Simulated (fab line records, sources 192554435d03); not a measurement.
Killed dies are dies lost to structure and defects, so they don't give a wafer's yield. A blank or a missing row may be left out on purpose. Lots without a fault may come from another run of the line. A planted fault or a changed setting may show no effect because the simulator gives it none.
fab line records | flow n5_finfet
record lots=24 wafers=72 last_day=17
route steps=1938 shown BEOL_M8@1333 BEOL_M9@1415
lots that met no fault: from a run of the same line without faults
start_h: hours from the record's first day to the start of the lot's first wafer shown | wait_h: hours since the lot's step before | " the same as in the row above | L1.1+2: a row that stands for several wafers | - no value, or no start given | * or withheld: withheld | < > ~ a bound
route shown NAME@n: a module of which the file shows steps, and the number in the route of the first | usual: mean/standard deviation of fault-free wafers | same: alike in all rows | chamber/n: place in a boat | sites: the reading at each site | _std_site: their standard deviation | _edge_site: outer sites' mean less inner sites' | radius_mm: how far each site lies from the wafer's centre | mask NAME#n: copy n | behind: the tool/chamber that last shaped the wafer | hold: why the lot was held/for how many hours/how that ended | device: the transistor (n, p or np) that didn't switch | end of line: the same wafers' tests at the end of the route | a step without rows: its recipe alone | killed: dies lost to structure and defects at the first sort, not the wafer's yield | map: a wafer's dies, x killed, . not, _ none there
set.NAME: the setting as run; set.NAME@STEP: as run at that earlier step | model.NAME: the simulator's own value behind a step, which no gauge read
steps of the route over a sample of lots; a table a step, a row a wafer
services: from which hour (start_h, from the record's first day; less than 0 if before it) a tool's chamber was out of use, for how many hours, and why
## steps
# step N5_BEOL_M8_CURE_74
# recipe temp_c=385 time_s=240 ambient=He/Ar material=SiCOH_lowk
# usual lamp_power_pct=52.31/0.053 wafer_temp_C_max=386.7/0.59
# columns lot.wafer tool chamber start_h wait_h lamp_power_pct wafer_temp_C_max
L074.3 uv_cure-03 0 186.57 0.2 52.29 386.7
L074.4 " 0 " " 52.27 387.0
L074.5 " 0 " " 52.26 387.3
L075.2 uv_cure-02 2 206.81 0.1 52.32 386.2
L075.3 " 2 " " 52.26 386.7
L075.5 " 2 " " 52.34 385.8
L076.2 uv_cure-03 0 208.53 0.1 52.32 386.9
L076.4 " 0 " " 52.32 387.1
L076.6 " 0 " " 52.31 387.4
L077.2 uv_cure-03 2 210.15 0.1 52.33 386.7
L077.4 " 2 " " 52.31 386.8
L077.5 " 2 " " 52.31 387.3
L078.3 uv_cure-01 2 213.20 0.2 52.32 386.8
L078.4 " 2 " " 52.32 386.4
L078.5 " 2 " " 52.27 387.1
L079.1 uv_cure-01 2 223.55 0.0 52.26 386.2
L079.2 " 2 " " 52.37 386.2
L079.6 " 2 " " 52.30 386.6
L080.1 uv_cure-02 2 231.53 0.0 52.32 385.9
L080.2 " 2 " " 52.30 386.6
L080.5 " 2 " " 52.33 386.6
L082.1 uv_cure-03 0 232.24 0.1 52.43 386.7
L082.3 " 0 " " 52.39 386.9
L082.6 " 0 " " 52.33 386.7
L081.2 uv_cure-03 0 240.48 0.1 52.25 387.3
L081.3 " 0 " " 52.32 387.2
L081.4 " 0 " " 52.26 386.5
L083.2 uv_cure-01 0 240.77 0.1 52.25 386.2
L083.3 " 0 " " 52.37 386.5
L083.6 " 0 " " 52.22 386.0
L085.1 uv_cure-02 2 255.64 0.0 52.31 386.9
L085.4 " 2 " " 52.32 386.2
L085.5 " 2 " " 52.38 386.8
L084.2 uv_cure-02 0 256.27 0.1 52.25 388.0
L084.3 " 0 " " 52.41 388.0
L084.6 " 0 " " 52.34 387.3
L087.3 uv_cure-01 2 274.49 0.2 52.37 387.0
L087.4 " 2 " " 52.26 386.5
L087.6 " 2 " " 52.34 386.6
L086.4 uv_cure-01 0 277.60 0.3 52.33 385.7
L086.5 " 0 " " 52.35 386.2
L086.6 " 0 " " 52.30 386.3
L089.1 uv_cure-01 2 278.82 0.0 52.38 386.4
L089.2 " 2 " " 52.42 386.1
L089.4 " 2 " " 52.29 386.3
L090.2 uv_cure-03 2 283.65 0.1 52.31 387.2
L090.3 " 2 " " 52.30 387.1
L090.5 " 2 " " 52.26 386.7
L088.1 uv_cure-01 0 284.54 0.2 52.33 386.0
L088.4 " 0 " " 52.30 386.4
L088.6 " 0 " " 52.26 386.3
L091.1 uv_cure-01 0 295.80 0.3 52.34 385.9
L091.3 " 0 " " 52.27 386.0
L091.6 " 0 " " 52.25 385.9
L092.3 uv_cure-02 0 303.11 0.4 52.41 387.1
L092.5 " 0 " " 52.26 387.1
L092.6 " 0 " " 52.29 388.3
L094.1 uv_cure-01 0 307.19 0.0 52.41 385.8
L094.5 " 0 " " 52.34 385.8
L094.6 " 0 " " 52.35 385.9
L093.2 uv_cure-02 0 310.16 0.2 52.38 387.4
L093.4 " 0 " " 52.36 387.9
L093.6 " 0 " " 52.28 387.5
L095.2 uv_cure-01 2 314.34 0.1 52.37 386.0
L095.4 " 2 " " 52.29 386.0
L095.6 " 2 " " 52.36 386.4
L096.1 uv_cure-03 0 322.51 0.0 52.34 387.1
L096.2 " 0 " " 52.26 386.7
L096.6 " 0 " " 52.33 387.2
L097.2 uv_cure-02 0 339.78 0.1 52.25 387.1
L097.3 " 0 " " 52.32 388.5
L097.5 " 0 " " 52.21 386.9
# step N5_BEOL_M8_DESCUM_16
# recipe chemistry=O2 time_s=7.9 source_power_w=50 bias_power_w=20 pressure_mtorr=20 rf_frequency_hz=2.712e+07 temp_c=40 resist=CAR-ArF o2_flow_sccm=225
# usual drypump_motor_current_A=6.0/0.52 oes_product_au=0.79/0.085 rf_vpp_V=243.3/1.3 showerhead_plenum_p_Torr=2.11/0.066 throttle_valve_pct=20.4/0.3
# columns lot.wafer tool chamber start_h wait_h drypump_motor_current_A oes_product_au rf_hours_counter_h rf_vpp_V showerhead_plenum_p_Torr throttle_valve_pct
L074.3 rie_diel-04 1 188.37 0.1 5.7 0.77 133 244.7 2.09 20.7
L074.4 " 1 " " 5.7 0.77 - 242.9 2.09 20.7
L074.5 " 0 " " 6.6 0.69 - 242.4 1.98 20.3
L075.2 rie_diel-04 1 208.62 0.0 5.7 0.77 144 243.3 2.09 20.7
L075.3 " 0 " " 6.6 0.69 243 241.3 1.98 20.3
L075.5 " 2 " " 5.8 0.91 - 243.0 2.14 19.9
L076.2 rie_diel-04 0 211.36 0.0 6.6 0.70 244 240.5 1.98 20.3
L076.4 " 3 " " 5.7 0.72 - 243.0 2.16 20.2
L076.6 " 0 " " 6.6 0.68 - 240.1 1.98 20.3
L077.2 rie_diel-04 1 212.12 0.2 5.7 0.76 146 240.9 2.09 20.7
L077.4 " 0 " " 6.6 0.69 - 242.3 1.98 20.3
L077.5 " 3 " " 5.6 0.71 - 244.3 2.16 20.2
L078.3 rie_diel-04 0 214.36 0.1 6.6 0.68 246 240.7 1.98 20.3
L078.4 " 0 " " 6.6 0.69 - 240.9 1.98 20.3
L078.5 " 3 " " 5.6 0.71 - 243.5 2.16 20.2
L079.1 rie_diel-04 0 225.41 0.2 6.6 0.69 250 239.9 1.97 20.3
L079.2 " 2 " " 5.7 0.91 12 243.5 2.14 19.9
L079.6 " 1 " " 5.7 0.76 - 244.1 2.09 20.7
L080.1 rie_diel-01 0 233.69 0.0 5.5 0.86 69 244.5 2.12 20.7
L080.2 " 2 " " 6.6 0.70 215 243.9 2.08 20.5
L080.5 " 3 " " 5.1 0.71 - 242.3 1.98 20.5
L082.1 rie_diel-05 1 234.11 0.0 6.2 0.93 19 242.3 2.15 20.2
L082.3 " 2 " " 6.6 0.76 172 242.9 2.09 20.4
L082.6 " 2 " " 6.6 0.76 - 241.5 2.09 20.4
L081.2 rie_diel-01 0 242.87 0.1 5.5 0.86 73 242.9 2.11 20.7
L081.3 " 1 " " 6.6 0.84 80 243.8 2.13 20.8
L081.4 " 0 " " 5.5 0.86 - 243.4 2.12 20.7
L083.2 rie_diel-04 3 242.94 0.1 5.6 0.70 219 243.2 2.16 20.2
L083.3 " 1 " " 5.7 0.76 156 242.7 2.08 20.7
L083.6 " 3 " " 5.6 0.70 - 244.8 2.16 20.2
L085.1 rie_diel-01 2 257.91 0.0 6.6 0.69 222 243.6 2.08 20.5
L085.4 " 3 " " 5.1 0.71 242 242.0 1.98 20.5
L085.5 " 0 " " 5.4 0.85 - 241.9 2.11 20.7
L084.2 rie_diel-01 0 258.24 0.2 5.5 0.84 80 244.0 2.11 20.7
L084.3 " 1 " " 6.7 0.82 87 243.0 2.13 20.8
L084.6 " 1 " " 6.7 0.82 - 243.1 2.13 20.8
L087.3 rie_diel-01 0 275.79 0.0 5.5 0.83 86 242.6 2.11 20.7
L087.4 " 2 " " 6.6 0.69 227 242.3 2.07 20.5
L087.6 " 1 " " 6.6 0.82 - 242.3 2.12 20.8
L086.4 rie_diel-04 2 278.51 0.1 5.7 0.86 33 244.5 2.13 20.0
L086.5 " 2 " " 5.8 0.86 - 243.5 2.13 20.0
L086.6 " 3 " " 5.6 0.68 - 245.4 2.15 20.2
L089.1 rie_diel-01 2 281.06 0.0 6.6 0.69 230 243.1 2.07 20.5
L089.2 " 1 " " 6.6 0.83 95 243.4 2.12 20.9
L089.4 " 2 " " 6.6 0.68 - 242.4 2.07 20.5
L090.2 rie_diel-04 1 285.57 0.0 5.7 0.73 172 243.2 2.08 20.7
L090.3 " 2 " " 5.7 0.87 35 243.0 2.13 20.0
L090.5 " 1 " " 5.7 0.74 - 242.0 2.08 20.7
L088.1 rie_diel-04 0 286.04 0.0 6.6 0.95 12 245.4 2.23 19.9
L088.4 " 1 " " 5.7 0.74 - 243.9 2.08 20.7
L088.6 " 0 " " 6.6 0.96 - 244.5 2.23 19.9
L091.1 rie_diel-04 2 297.55 0.0 5.8 0.86 40 243.9 2.13 20.0
L091.3 " 3 " " 5.6 0.69 241 244.4 2.15 20.3
L091.6 " 2 " " 5.8 0.85 - 242.5 2.13 20.0
L092.3 rie_diel-05 0 306.44 0.7 5.6 0.79 130 241.5 2.01 20.3
L092.5 " 1 " " 6.2 0.88 - 243.2 2.14 20.2
L092.6 " 2 " " 6.6 0.73 - 244.2 2.08 20.5
L094.1 rie_diel-01 3 309.63 0.0 5.1 0.98 3 245.4 2.24 20.1
L094.5 " 2 " " 6.6 0.67 - 242.1 2.07 20.6
L094.6 " 1 " " 6.6 0.81 - 243.6 2.12 20.9
L093.2 rie_diel-01 1 313.04 0.2 6.5 0.80 107 243.0 2.12 20.9
L093.4 " 2 " " 6.6 0.67 244 244.8 2.07 20.6
L093.6 " 0 " " 5.5 0.83 - 243.2 2.11 20.8
L095.2 rie_diel-01 1 315.39 0.1 6.6 0.81 108 243.7 2.12 20.8
L095.4 " 3 " " 5.1 0.97 6 246.0 2.24 20.1
L095.6 " 0 " " 5.5 0.82 - 242.6 2.10 20.8
L096.1 rie_diel-05 1 324.31 0.1 6.3 0.87 49 244.1 2.13 20.2
L096.2 " 3 " " 5.6 0.73 180 243.9 2.18 20.6
L096.6 " 3 " " 5.5 0.74 - 243.5 2.18 20.7
L097.2 rie_diel-04 3 342.14 0.0 5.7 0.97 2 243.3 2.14 19.9
L097.3 " 0 " " 6.6 0.90 34 245.6 2.23 19.9
L097.5 " 1 " " 5.7 0.72 - 242.0 2.07 20.7
# step N5_BEOL_M8_INSPECT_58
# recipe inspect_instrument=darkfield mode=post_dep
# usual raw_defect_count=72/29
# columns lot.wafer tool chamber start_h wait_h raw_defect_count
L074.3 defect_inspect-02 - 195.13 0.0 33
L074.4 " - " " 50
L074.5 " - " " 53
L075.2 defect_inspect-02 - 213.96 0.0 80
L075.3 " - " " 69
L075.5 " - " " 140
L076.2 defect_inspect-01 - 215.25 0.0 101
L076.4 " - " " 55
L076.6 " - " " 64
L077.2 defect_inspect-02 - 217.77 0.0 66
L077.4 " - " " 48
L077.5 " - " " 39
L078.3 defect_inspect-01 - 218.86 0.0 69
L078.4 " - " " 74
L078.5 " - " " 62
L079.1 defect_inspect-02 - 230.12 0.0 142
L079.2 " - " " 74
L079.6 " - " " 139
L080.1 defect_inspect-01 - 239.53 0.0 25
L080.2 " - " " 43
L080.5 " - " " 54
L082.1 defect_inspect-01 - 239.85 0.0 48
L082.3 " - " " 66
L082.6 " - " " 76
L081.2 defect_inspect-01 - 248.42 0.0 105
L081.3 " - " " 103
L081.4 " - " " 121
L083.2 defect_inspect-01 - 248.59 0.0 42
L083.3 " - " " 67
L083.6 " - " " 74
L085.1 defect_inspect-02 - 265.63 0.0 62
L085.4 " - " " 57
L085.5 " - " " 60
L084.2 defect_inspect-02 - 266.64 0.0 89
L084.3 " - " " 132
L084.6 " - " " 57
L087.3 defect_inspect-02 - 281.62 0.0 168
L087.4 " - " " 78
L087.6 " - " " 90
L086.4 defect_inspect-02 - 284.74 0.0 63
L086.5 " - " " 52
L086.6 " - " " 79
L089.1 defect_inspect-01 - 287.66 0.0 39
L089.2 " - " " 58
L089.4 " - " " 72
L090.2 defect_inspect-02 - 289.96 0.0 70
L090.3 " - " " 67
L090.5 " - " " 83
L088.1 defect_inspect-01 - 290.30 0.0 51
L088.4 " - " " 64
L088.6 " - " " 72
L091.1 defect_inspect-01 - 302.22 0.0 65
L091.3 " - " " 89
L091.6 " - " " 67
L092.3 defect_inspect-01 - 311.30 0.0 59
L092.5 " - " " 49
L092.6 " - " " 102
L094.1 defect_inspect-02 - 314.89 0.0 51
L094.5 " - " " 65
L094.6 " - " " 51
L093.2 defect_inspect-01 - 317.85 0.0 63
L093.4 " - " " 35
L093.6 " - " " 53
L095.2 defect_inspect-01 - 322.68 0.0 64
L095.4 " - " " 64
L095.6 " - " " 83
L096.1 defect_inspect-01 - 329.57 0.0 47
L096.2 " - " " 29
L096.6 " - " " 59
L097.2 defect_inspect-01 - 347.24 0.0 66
L097.3 " - " " 52
L097.5 " - " " 51
# step N5_BEOL_M9_OVL_MEAS_12
# recipe points_per_wafer=44
# usual M9_OVL=0.3/0.66
# columns lot.wafer tool chamber start_h wait_h M9_OVL[nm]
L074.3 overlay-02 0 196.78 0.0 0.6
L074.4 " 0 " " 1.4
L074.5 " 0 " " -0.1
L075.2 overlay-01 0 217.09 0.0 -0.2
L075.3 " 0 " " 1.0
L075.5 " 0 " " 1.2
L076.2 overlay-01 0 217.36 0.0 0.2
L076.4 " 0 " " 0.8
L076.6 " 0 " " -0.1
L077.2 overlay-01 0 219.87 0.0 -1.2
L077.4 " 0 " " -0.8
L077.5 " 0 " " 0.0
L078.3 overlay-02 0 221.13 0.0 -0.4
L078.4 " 0 " " 1.2
L078.5 " 0 " " 0.3
L079.1 overlay-01 0 231.26 0.0 1.1
L079.2 " 0 " " 1.1
L079.6 " 0 " " 1.6
L080.1 overlay-02 0 242.65 0.0 0.2
L080.2 " 0 " " 1.2
L080.5 " 0 " " 0.2
L082.1 overlay-01 0 242.69 0.0 1.1
L082.3 " 0 " " 1.5
L082.6 " 0 " " 0.4
L081.2 overlay-01 0 251.48 0.0 0.2
L081.3 " 0 " " 0.2
L081.4 " 0 " " 0.4
L083.2 overlay-02 0 251.66 0.0 0.4
L083.3 " 0 " " 0.1
L083.6 " 0 " " 0.5
L085.1 overlay-01 0 268.17 0.0 0.4
L085.4 " 0 " " 0.9
L085.5 " 0 " " -0.1
L084.2 overlay-02 0 268.38 0.0 0.6
L084.3 " 0 " " 0.9
L084.6 " 0 " " -1.3
L087.3 overlay-02 0 284.45 0.0 1.4
L087.4 " 0 " " -0.2
L087.6 " 0 " " -0.3
L086.4 overlay-01 0 287.56 0.0 0.0
L086.5 " 0 " " -0.1
L086.6 " 0 " " 0.6
L089.1 overlay-01 0 289.27 0.0 0.5
L089.2 " 0 " " 0.1
L089.4 " 0 " " 0.1
L090.2 overlay-02 0 291.65 0.0 -0.5
L090.3 " 0 " " 1.4
L090.5 " 0 " " -0.2
L088.1 overlay-02 0 293.79 0.0 0.2
L088.4 " 0 " " 0.9
L088.6 " 0 " " 0.7
L091.1 overlay-02 0 305.69 0.0 -0.3
L091.3 " 0 " " -0.6
L091.6 " 0 " " 0.1
L092.3 overlay-01 0 313.41 0.0 0.5
L092.5 " 0 " " 1.3
L092.6 " 0 " " 0.8
L094.1 overlay-01 0 318.15 0.0 1.2
L094.5 " 0 " " 1.2
L094.6 " 0 " " 0.6
L093.2 overlay-01 0 322.20 0.0 0.7
L093.4 " 0 " " 0.7
L093.6 " 0 " " 0.4
L095.2 overlay-02 0 325.02 0.0 -0.5
L095.4 " 0 " " 0.7
L095.6 " 0 " " -0.5
L096.1 overlay-01 0 332.08 0.0 0.1
L096.2 " 0 " " -0.1
L096.6 " 0 " " 1.3
L097.2 overlay-02 0 351.62 0.0 1.1
L097.3 " 0 " " -0.4
L097.5 " 0 " " 0.0
# step N5_BEOL_M9_INSPECT_13
# recipe mode=adi inspect_instrument=brightfield
# usual raw_defect_count=384/90
# columns lot.wafer tool chamber start_h wait_h raw_defect_count
L074.3 defect_inspect-02 - 196.81 0.0 378
L074.4 " - " " 286
L074.5 " - " " 389
L075.2 defect_inspect-02 - 217.11 0.0 384
L075.3 " - " " 488
L075.5 " - " " 572
L076.2 defect_inspect-02 - 217.38 0.0 384
L076.4 " - " " 490
L076.6 " - " " 311
L077.2 defect_inspect-02 - 219.90 0.0 264
L077.4 " - " " 233
L077.5 " - " " 244
L078.3 defect_inspect-01 - 221.16 0.0 391
L078.4 " - " " 463
L078.5 " - " " 519
L079.1 defect_inspect-02 - 231.28 0.0 477
L079.2 " - " " 360
L079.6 " - " " 578
L080.1 defect_inspect-02 - 242.68 0.0 363
L080.2 " - " " 390
L080.5 " - " " 314
L082.1 defect_inspect-01 - 242.72 0.0 392
L082.3 " - " " 387
L082.6 " - " " 341
L081.2 defect_inspect-02 - 251.51 0.0 323
L081.3 " - " " 486
L081.4 " - " " 412
L083.2 defect_inspect-01 - 251.69 0.0 291
L083.3 " - " " 299
L083.6 " - " " 315
L085.1 defect_inspect-02 - 268.20 0.0 279
L085.4 " - " " 297
L085.5 " - " " 271
L084.2 defect_inspect-02 - 268.40 0.0 431
L084.3 " - " " 537
L084.6 " - " " 312
L087.3 defect_inspect-02 - 284.47 0.0 591
L087.4 " - " " 338
L087.6 " - " " 611
L086.4 defect_inspect-01 - 287.58 0.0 406
L086.5 " - " " 320
L086.6 " - " " 377
L089.1 defect_inspect-01 - 289.29 0.0 278
L089.2 " - " " 369
L089.4 " - " " 354
L090.2 defect_inspect-02 - 291.67 0.0 507
L090.3 " - " " 352
L090.5 " - " " 391
L088.1 defect_inspect-02 - 293.81 0.0 313
L088.4 " - " " 305
L088.6 " - " " 365
L091.1 defect_inspect-01 - 305.71 0.0 374
L091.3 " - " " 397
L091.6 " - " " 482
L092.3 defect_inspect-02 - 313.44 0.0 344
L092.5 " - " " 377
L092.6 " - " " 419
L094.1 defect_inspect-02 - 318.17 0.0 388
L094.5 " - " " 371
L094.6 " - " " 348
L093.2 defect_inspect-01 - 322.23 0.0 334
L093.4 " - " " 304
L093.6 " - " " 277
L095.2 defect_inspect-02 - 325.05 0.0 259
L095.4 " - " " 381
L095.6 " - " " 324
L096.1 defect_inspect-01 - 332.10 0.0 334
L096.2 " - " " 277
L096.6 " - " " 263
L097.2 defect_inspect-01 - 351.64 0.0 409
L097.3 " - " " 365
L097.5 " - " " 336
# step N5_BEOL_M9_INSPECT_30
# recipe mode=adi inspect_instrument=brightfield
# usual raw_defect_count=386/90
# columns lot.wafer tool chamber start_h wait_h raw_defect_count
L074.3 defect_inspect-02 - 198.13 0.0 351
L074.4 " - " " 298
L074.5 " - " " 412
L075.2 defect_inspect-01 - 218.33 0.0 379
L075.3 " - " " 501
L075.5 " - " " 584
L076.2 defect_inspect-01 - 218.50 0.0 383
L076.4 " - " " 478
L076.6 " - " " 308
L077.2 defect_inspect-01 - 221.47 0.0 281
L077.4 " - " " 249
L077.5 " - " " 234
L078.3 defect_inspect-01 - 222.17 0.0 410
L078.4 " - " " 479
L078.5 " - " " 509
L079.1 defect_inspect-01 - 234.12 0.1 486
L079.2 " - " " 353
L079.6 " - " " 572
L080.1 defect_inspect-02 - 244.53 0.1 402
L080.2 " - " " 417
L080.5 " - " " 304
L082.1 defect_inspect-01 - 244.57 0.1 379
L082.3 " - " " 372
L082.6 " - " " 376
L081.2 defect_inspect-01 - 252.74 0.0 334
L081.3 " - " " 463
L081.4 " - " " 425
L083.2 defect_inspect-02 - 253.09 0.0 298
L083.3 " - " " 291
L083.6 " - " " 306
L085.1 defect_inspect-01 - 270.41 0.1 277
L085.4 " - " " 307
L085.5 " - " " 265
L084.2 defect_inspect-01 - 270.57 0.0 389
L084.3 " - " " 527
L084.6 " - " " 320
L087.3 defect_inspect-01 - 285.74 0.0 580
L087.4 " - " " 342
L087.6 " - " " 587
L086.4 defect_inspect-01 - 288.58 0.0 405
L086.5 " - " " 304
L086.6 " - " " 394
L089.1 defect_inspect-02 - 290.35 0.1 278
L089.2 " - " " 338
L089.4 " - " " 374
L090.2 defect_inspect-02 - 292.55 0.0 503
L090.3 " - " " 340
L090.5 " - " " 396
L088.1 defect_inspect-02 - 296.16 0.1 313
L088.4 " - " " 301
L088.6 " - " " 365
L091.1 defect_inspect-01 - 308.43 0.1 378
L091.3 " - " " 415
L091.6 " - " " 469
L092.3 defect_inspect-01 - 314.53 0.0 363
L092.5 " - " " 350
L092.6 " - " " 409
L094.1 defect_inspect-01 - 320.63 0.1 370
L094.5 " - " " 366
L094.6 " - " " 373
L093.2 defect_inspect-02 - 323.47 0.0 321
L093.4 " - " " 324
L093.6 " - " " 292
L095.2 defect_inspect-01 - 327.34 0.0 248
L095.4 " - " " 368
L095.6 " - " " 305
L096.1 defect_inspect-02 - 334.17 0.1 328
L096.2 " - " " 273
L096.6 " - " " 296
L097.2 defect_inspect-01 - 354.88 0.0 419
L097.3 " - " " 359
L097.5 " - " " 325
## services
# columns tool chamber start_h hours kind
rie_diel-04 2 175.20 - clean
rie_diel-04 2 175.20 - consumable_replace:focus_ring
rie_diel-04 2 175.20 17.6 scheduled_down
rie_diel-04 2 175.20 17.6 vent_cycle
rie_diel-01 - 182.64 29.3 repair
uv_cure-01 - 197.61 3.6 repair
rie_diel-04 2 210.03 5.3 repair
rie_diel-04 1 217.31 5.0 repair
rie_diel-01 3 221.31 4.5 repair
rie_diel-04 0 226.04 - clean
rie_diel-04 0 226.04 - consumable_replace:focus_ring
rie_diel-04 0 226.04 - consumable_replace:showerhead
rie_diel-04 0 226.04 31.1 scheduled_down
uv_cure-03 - 227.81 2.1 pm
rie_diel-01 2 240.16 6.1 repair
uv_cure-03 - 251.03 7.5 pm
rie_diel-04 1 265.61 2.8 repair
uv_cure-02 - 266.72 0.4 repair
rie_diel-04 1 270.86 4.3 repair
uv_cure-01 - 272.53 0.3 repair
rie_diel-04 3 283.85 4.2 repair
rie_diel-01 1 284.52 2.1 repair
rie_diel-04 2 298.45 3.9 repair
rie_diel-01 3 303.05 3.8 repair
## key
fault none
